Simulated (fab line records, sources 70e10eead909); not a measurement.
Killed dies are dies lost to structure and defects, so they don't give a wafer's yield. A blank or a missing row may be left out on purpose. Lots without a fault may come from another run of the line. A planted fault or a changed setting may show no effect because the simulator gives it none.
fab line records | flow nand_harc
record lots=13 wafers=39 last_day=32
route steps=1302 shown A_DECK1_JOINT@543 A_ONON_D2@546 A_CHANNEL_HOLE_D2@570 END@1302
lots that met no fault: from a run of the same line without faults
start_h: hours from the record's first day to the start of the lot's first wafer shown | wait_h: hours since the lot's step before | " the same as in the row above | L1.1+2: a row that stands for several wafers | - no value, or no start given | * or withheld: withheld | < > ~ a bound
route shown NAME@n: a module of which the file shows steps, and the number in the route of the first | usual: mean/standard deviation of fault-free wafers | same: alike in all rows | chamber/n: place in a boat | sites: the reading at each site | _std_site: their standard deviation | _edge_site: outer sites' mean less inner sites' | radius_mm: how far each site lies from the wafer's centre | mask NAME#n: copy n | behind: the tool/chamber that last shaped the wafer | hold: why the lot was held/for how many hours/how that ended | device: the transistor (n, p or np) that didn't switch | end of line: the same wafers' tests at the end of the route | a step without rows: its recipe alone | killed: dies lost to structure and defects at the first sort, not the wafer's yield | map: a wafer's dies, x killed, . not, _ none there
set.NAME: the setting as run; set.NAME@STEP: as run at that earlier step | model.NAME: the simulator's own value behind a step, which no gauge read
steps of the route over a sample of lots; a table a step, a row a wafer
services: from which hour (start_h, from the record's first day; less than 0 if before it) a tool's chamber was out of use, for how many hours, and why
## steps
# step NHARC_A_DECK1_JOINT_THK_MEAS_17
# recipe thk_meas_gauge=ellipsometry
# usual thk_nm=45.1/1.3
# columns lot.wafer tool chamber start_h wait_h thk_nm
L479.1 film_metro-01 - 265.83 0.3 45.0
L479.2 " - " " 45.8
L479.6 " - " " 46.8
L480.1 film_metro-02 - 290.31 0.2 42.6
L480.4 " - " " 45.9
L480.5 " - " " 46.8
L481.1 film_metro-01 - 290.31 0.2 43.5
L481.4 " - " " 46.1
L481.5 " - " " 44.9
L482.2 film_metro-01 - 297.99 0.2 44.1
L482.4 " - " " 44.2
L482.5 " - " " 47.9
L483.1 film_metro-02 - 312.24 0.2 44.0
L483.2 " - " " 44.2
L483.6 " - " " 46.0
L484.2 film_metro-02 - 326.38 0.3 44.0
L484.4 " - " " 44.4
L484.5 " - " " 46.7
L495.2 film_metro-02 - 433.17 0.2 43.5
L495.4 " - " " 44.3
L495.5 " - " " 45.4
L497.2 film_metro-02 - 453.42 0.2 44.5
L497.4 " - " " 46.2
L497.6 " - " " 44.5
L498.1 film_metro-01 - 453.42 0.2 46.4
L498.2 " - " " 44.0
L498.5 " - " " 45.2
L499.1 film_metro-02 - 467.22 0.3 44.0
L499.2 " - " " 44.6
L499.3 " - " " 43.1
L500.1 film_metro-01 - 481.25 0.2 44.4
L500.2 " - " " 44.5
L500.6 " - " " 44.2
L501.1 film_metro-02 - 487.06 0.2 44.7
L501.4 " - " " 45.5
L501.6 " - " " 45.5
L502.1 film_metro-01 - 498.25 0.2 44.7
L502.3 " - " " 43.8
L502.5 " - " " 46.7
# step NHARC_A_ONON_D2_THK_MEAS_02
# recipe thk_meas_gauge=ellipsometry
# usual thk_nm=998/9.1
# columns lot.wafer tool chamber start_h wait_h thk_nm
L479.1 film_metro-01 - 266.44 - 1006
L479.2 " - " " 1005
L479.6 " - " " 1005
L480.1 film_metro-01 - 290.92 - 1000
L480.4 " - " " 1001
L480.5 " - " " 1000
L481.1 film_metro-01 - 290.94 - 1001
L481.4 " - " " 1002
L481.5 " - " " 1003
L482.2 film_metro-01 - 298.61 - 997
L482.4 " - " " 997
L482.5 " - " " 997
L483.1 film_metro-02 - 312.86 - 1008
L483.2 " - " " 1009
L483.6 " - " " 1011
L484.2 film_metro-01 - 327.00 - 1006
L484.4 " - " " 1007
L484.5 " - " " 1007
L495.2 film_metro-01 - 433.78 - 985
L495.4 " - " " 986
L495.5 " - " " 983
L497.2 film_metro-02 - 454.04 - 1001
L497.4 " - " " 1000
L497.6 " - " " 1001
L498.1 film_metro-01 - 454.04 - 990
L498.2 " - " " 992
L498.5 " - " " 989
L499.1 film_metro-01 - 467.83 - 1018
L499.2 " - " " 1019
L499.3 " - " " 1018
L500.1 film_metro-01 - 481.87 - 985
L500.2 " - " " 985
L500.6 " - " " 984
L501.1 film_metro-01 - 487.68 - 978
L501.4 " - " " 977
L501.6 " - " " 978
L502.1 film_metro-01 - 498.86 - 1000
L502.3 " - " " 1000
L502.5 " - " " 998
# step NHARC_A_CHANNEL_HOLE_D2_DEP_00
# recipe target_thk_a=31000 temp_c=400 material=aC
# usual susceptor_temp_C=399.97/0.2 throttle_valve_pct=34.999/0.0097
# columns lot.wafer tool chamber start_h wait_h susceptor_temp_C throttle_valve_pct
L479.1 acl_dep-03 0 281.54 1.9 399.93 34.989
L479.2 " 0 " " 399.89 34.994
L479.6 " 0 283.14 3.5 399.75 34.998
L480.1 acl_dep-02 0 309.13 5.1 399.87 35.005
L480.4 " 0 " " 399.98 35.016
L480.5 " 0 " " 400.15 34.991
L481.1 acl_dep-01 0 309.18 5.1 399.77 34.996
L481.4 " 0 " " 400.05 35.012
L481.5 " 0 " " 400.06 35.007
L482.2 acl_dep-03 0 311.82 0.4 - 34.995
L482.4 " 0 " " - 34.990
L482.5 " 0 " " - 34.992
L483.1 acl_dep-01 0 327.51 0.4 - 34.997
L483.2 " 0 " " - 34.986
L483.6 " 0 329.08 2.0 - 34.997
L483.1 acl_dep-03 0 330.14 2.3 - 34.985
L483.2 " 0 " " - 35.005
L483.6 " 0 331.72 2.3 - 35.006
L484.2 acl_dep-03 0 340.98 0.4 399.85 35.012
L484.4 " 0 " " 399.75 35.009
L484.5 " 0 " " 400.08 34.989
L484.2 acl_dep-03 0 343.13 1.8 400.28 34.997
L484.4 " 0 " " 400.47 34.989
L484.5 " 0 " " 400.40 35.003
L495.2 acl_dep-03 0 452.04 4.9 - 35.005
L495.4 " 0 " " - 34.995
L495.5 " 0 " " - 34.995
L498.1 acl_dep-03 0 469.48 2.3 - 34.980
L498.2 " 0 " " - 34.983
L498.5 " 0 " " - 35.002
L497.2 acl_dep-01 0 469.53 2.4 400.04 34.982
L497.4 " 0 " " 399.58 35.006
L497.6 " 0 " " 400.30 35.002
L499.1 acl_dep-01 0 480.74 0.1 399.45 34.992
L499.2 " 0 " " 399.99 34.990
L499.3 " 0 " " 399.74 34.991
L500.1 acl_dep-03 0 494.38 0.1 400.11 35.016
L500.2 " 0 " " 400.10 34.990
L500.6 " 0 495.96 1.6 399.94 35.008
L501.1 acl_dep-03 0 503.07 1.8 400.25 35.000
L501.4 " 0 " " 400.30 34.995
L501.6 " 0 " " 399.93 35.001
L502.1 acl_dep-02 0 511.73 0.1 - 35.002
L502.3 " 0 " " - 35.008
L502.5 " 0 " " - 34.999
# step NHARC_A_CHANNEL_HOLE_D2_ETCH_38
# recipe target_depth_a=390 over_etch_frac=0.3 time_s=65 ion_energy_ev=80 cf4_flow_sccm=150 ar_flow_sccm=0 rf_w=300 bias_w=100 chemistry=CF4
# usual bias_w=100.0/0.3 drypump_motor_current_A=5.8/0.43 oes_product_au=1.007/0.013 rf_vpp_V=151.3/1.3 showerhead_plenum_p_Torr=1.78/0.075 throttle_valve_pct=13.284/0.009
# same over_etch_frac=0.3 time_s=65
# columns lot.wafer tool chamber start_h wait_h bias_w drypump_motor_current_A oes_product_au rf_hours_counter_h rf_vpp_V showerhead_plenum_p_Torr throttle_valve_pct
L479.2 rie_diel-09 3 284.47 0.1 99.8 5.8 0.997 5.2 152.0 1.85 13.275
L479.1 " 0 " " 100.4 4.9 0.991 5.4 150.6 1.71 13.279
L479.6 " 3 " " 99.9 5.8 0.998 - 152.2 1.85 13.277
L480.4 rie_diel-01 1 311.95 0.1 100.0 5.7 1.018 6.2 152.5 1.86 13.275
L480.1 " 2 " " 99.5 5.4 1.002 6.5 153.1 1.84 13.277
L480.5 " 0 " " 100.2 5.5 1.017 - 152.1 1.71 13.289
L481.1 rie_diel-09 3 312.16 0.1 100.0 5.8 1.003 6.7 150.4 1.85 13.295
L481.4 " 2 " " 99.7 6.3 1.009 - 149.4 1.70 13.290
L481.5 " 1 " " 100.2 6.1 0.989 - 150.9 1.75 13.285
L482.4 rie_diel-01 3 314.45 0.1 100.3 6.0 1.006 8.5 149.3 1.67 13.287
L482.2 " 1 " " 99.7 5.7 1.024 6.7 151.8 1.86 13.282
L482.5 " 2 " " 99.7 5.3 1.004 - 151.0 1.84 13.281
L483.2 rie_diel-09 2 332.93 0.1 100.2 6.3 1.012 0.0 151.1 1.70 13.283
L483.1 " 0 " " 100.0 5.0 1.005 0.0 150.9 1.71 13.294
L483.6 " 3 " " 100.3 5.8 1.006 - 150.7 1.85 13.291
L484.2 rie_diel-05 2 345.62 0.1 99.9 6.3 1.017 3.5 151.5 1.88 13.289
L484.4 " 3 " " 100.3 6.3 1.023 3.7 153.3 1.86 13.278
L484.5 " 2 " " 100.1 6.3 1.012 - 154.0 1.88 13.278
L495.2 rie_diel-09 1 454.63 0.1 100.0 6.1 1.008 6.9 150.8 1.75 13.277
L495.4 " 2 " " 100.0 6.3 1.010 6.6 149.8 1.69 13.290
L495.5 " 1 " " 99.7 6.1 1.010 - 151.2 1.75 13.289
L497.4 rie_diel-09 0 472.14 0.1 100.3 4.9 1.000 7.4 150.9 1.70 13.274
L497.2 " 1 " " 100.0 6.1 1.010 7.9 151.3 1.75 13.273
L497.6 " 0 " " 99.9 4.9 0.989 - 150.4 1.70 13.283
L498.1 rie_diel-01 2 472.39 0.1 99.8 5.4 0.986 4.3 150.6 1.83 13.294
L498.2 " 3 " " 99.3 6.0 1.023 4.9 151.1 1.67 13.290
L498.5 " 1 " " 99.8 5.7 0.998 - 152.9 1.85 13.274
L499.2 rie_diel-01 3 483.69 0.1 100.3 6.0 1.023 6.9 149.2 1.67 13.273
L499.1 " 1 " " 99.9 5.7 0.992 5.3 150.7 1.85 13.298
L499.3 " 2 " " 99.7 5.4 0.975 6.0 150.6 1.83 13.263
L500.2 rie_diel-01 3 497.45 0.1 100.6 6.0 1.027 7.4 149.8 1.67 13.281
L500.1 " 1 " " 99.7 5.7 0.993 6.2 151.5 1.85 13.278
L500.6 " 0 " " 99.6 5.5 0.998 - 151.1 1.70 13.294
L501.4 rie_diel-05 2 506.02 0.1 99.9 6.3 1.016 3.7 151.6 1.88 13.268
L501.1 " 3 " " 100.2 6.3 1.011 4.2 152.3 1.86 13.293
L501.6 " 1 " " 100.3 6.3 1.027 - 148.8 1.78 13.295
L502.3 rie_diel-01 0 514.49 0.1 100.2 5.5 1.004 7.7 151.5 1.70 13.291
L502.1 " 1 " " 99.8 5.7 1.007 7.2 152.2 1.85 13.290
L502.5 " 0 " " 99.7 5.5 0.999 - 149.9 1.70 13.278
# step NHARC_END_SORT_01
# recipe temp_c=25
# usual killed_at_array=56/19 killed_at_other=0.6/1 killed_at_periphery=3.9/2.7 killed_dies=61/19 killed_open=3.3/1.9 killed_short=2.4/1.7
# same gross_dies=677
# columns lot.wafer tool chamber start_h wait_h killed_at_array killed_at_other killed_at_periphery killed_dies killed_open killed_short
L483.1 prober-01 0 593.76 2.5 674 0 3 677 1 4
L483.2 prober-01 0 594.58 2.8 677 0 0 677 0 1
L483.6 prober-01 0 597.83 4.1 675 1 1 677 3 5
L484.2 prober-02 0 615.41 2.8 670 0 7 677 2 3
L484.4 prober-02 0 617.05 3.4 669 1 7 677 9 1
L484.5 prober-02 0 617.87 3.8 669 2 6 677 9 5
# killed by level:class
L483.1 A_CHANNEL_HOLE_D2:area_dep=622 A_CHANNEL_HOLE_D2:chamber_film_flake=42 A_CONTACT:chamber_film_flake=3 P_GATE:geometric_particle:short=1 P_GATE:geometric_particle:open=1 A_ONON_D1:geometric_particle:short=1 A_STAIRCASE:geometric_particle:short=1 A_CONTACT:geometric_particle:short=1
L483.2 A_CHANNEL_HOLE_D2:area_dep=638 A_CHANNEL_HOLE_D2:chamber_film_flake=32 A_STAIRCASE:chamber_film_flake=2 A_CONTACT:chamber_film_flake=2 A_ONON_D2:geometric_particle:short=1 A_CHANNEL_HOLE_D1:chamber_film_flake=1 A_DECK1_JOINT:chamber_film_flake=1
L483.6 A_CHANNEL_HOLE_D2:area_dep=626 A_CHANNEL_HOLE_D2:chamber_film_flake=38 A_CONTACT:chamber_film_flake=3 A_CHANNEL_FILL_D2:geometric_particle:open=2 A_SOURCE_PLATE:geometric_particle:short=1 A_CHANNEL_FILL_D1:geometric_particle:short=1 A_CHANNEL_HOLE_D2:geometric_particle:short=1 A_WL_FILL:geometric_particle:short=1
L484.2 A_CHANNEL_HOLE_D2:area_dep=598 A_SLIT:chamber_film_flake=35 A_CHANNEL_HOLE_D2:chamber_film_flake=10 A_STAIRCASE:chamber_film_flake=10 A_CHANNEL_HOLE_D1:chamber_film_flake=4 P_STI:chamber_film_flake=3 A_CONTACT:chamber_film_flake=3 P_ZERO_WELL:chamber_film_flake=2
L484.4 A_CHANNEL_HOLE_D2:area_dep=613 A_SLIT:chamber_film_flake=27 A_CONTACT:chamber_film_flake=7 A_CHANNEL_HOLE_D2:chamber_film_flake=5 P_ZERO_WELL:chamber_film_flake=4 A_STAIRCASE:chamber_film_flake=4 P_CONTACT:geometric_particle:open=2 A_SGD_CUT:geometric_particle:open=2
L484.5 A_CHANNEL_HOLE_D2:area_dep=606 A_SLIT:chamber_film_flake=24 A_CHANNEL_HOLE_D2:chamber_film_flake=10 A_STAIRCASE:chamber_film_flake=7 A_CHANNEL_HOLE_D1:chamber_film_flake=5 A_WL_FILL:geometric_particle:short=4 A_M0:geometric_particle:open=4 A_WL_FILL:chamber_film_flake=3
## services
# columns tool chamber start_h hours kind
rie_diel-01 0 261.82 - clean
rie_diel-01 1 261.82 - clean
rie_diel-01 2 261.82 - clean
rie_diel-01 3 261.82 - clean
rie_diel-01 0 286.32 - clean
rie_diel-01 1 286.32 - clean
rie_diel-01 2 286.32 - clean
rie_diel-01 3 286.32 - clean
rie_diel-09 3 289.91 5.8 repair
rie_diel-05 0 292.45 5.7 repair
acl_dep-03 - 298.18 13.0 pm
rie_diel-09 0 309.76 4.6 repair
rie_diel-05 0 309.99 12.3 repair
rie_diel-01 0 311.24 - clean
rie_diel-01 1 311.24 - clean
rie_diel-01 2 311.24 - clean
rie_diel-09 - 320.11 9.0 pm
acl_dep-01 - 372.13 13.0 pm
rie_diel-01 - 380.82 9.0 pm
rie_diel-05 - 406.62 9.0 pm
acl_dep-02 - 426.38 13.0 pm
acl_dep-03 - 480.08 13.0 pm
rie_diel-05 3 482.70 7.7 repair
rie_diel-09 - 497.11 9.0 pm
## key
first_sign step=NHARC_A_CHANNEL_HOLE_D2_DEP_00 reading=visit direction=added
effect step=NHARC_END_SORT_01 reading=killed_dies direction=up sigmas=33 usual=61 struck=677
more_kills_born_at NHARC_A_CHANNEL_HOLE_D2_DEP_00@acl_dep-03=3703
met_at NHARC_A_CHANNEL_HOLE_D2_DEP_00
struck_lots L483,L484
later_rows_left_out L483.1,L483.2,L483.6,L484.2,L484.4,L484.5
tester_left_out L483,L484
not_acting_at NHARC_A_DECK1_JOINT_THK_MEAS_17,NHARC_A_ONON_D2_THK_MEAS_02,NHARC_A_CHANNEL_HOLE_D2_ETCH_38
fault kind=repeated_step_whole tool=acl_dep-01,acl_dep-02,acl_dep-03 chamber=- onset_h=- steps=NHARC_A_CHANNEL_HOLE_D2_DEP_00 times=1 scope=struck_lots_only
# tester_left_out: of these lots the tester's yield and bins aren't shown, on N5 and GAA mostly nor the transistor test; their killed dies are dies lost to structure and defects alone, not to doping, threshold or leakage, so they don't give the yield
# later_rows_left_out: the simulator's readings of these wafers behind a module that went badly wrong aren't trusted and aren't shown, but for the sort
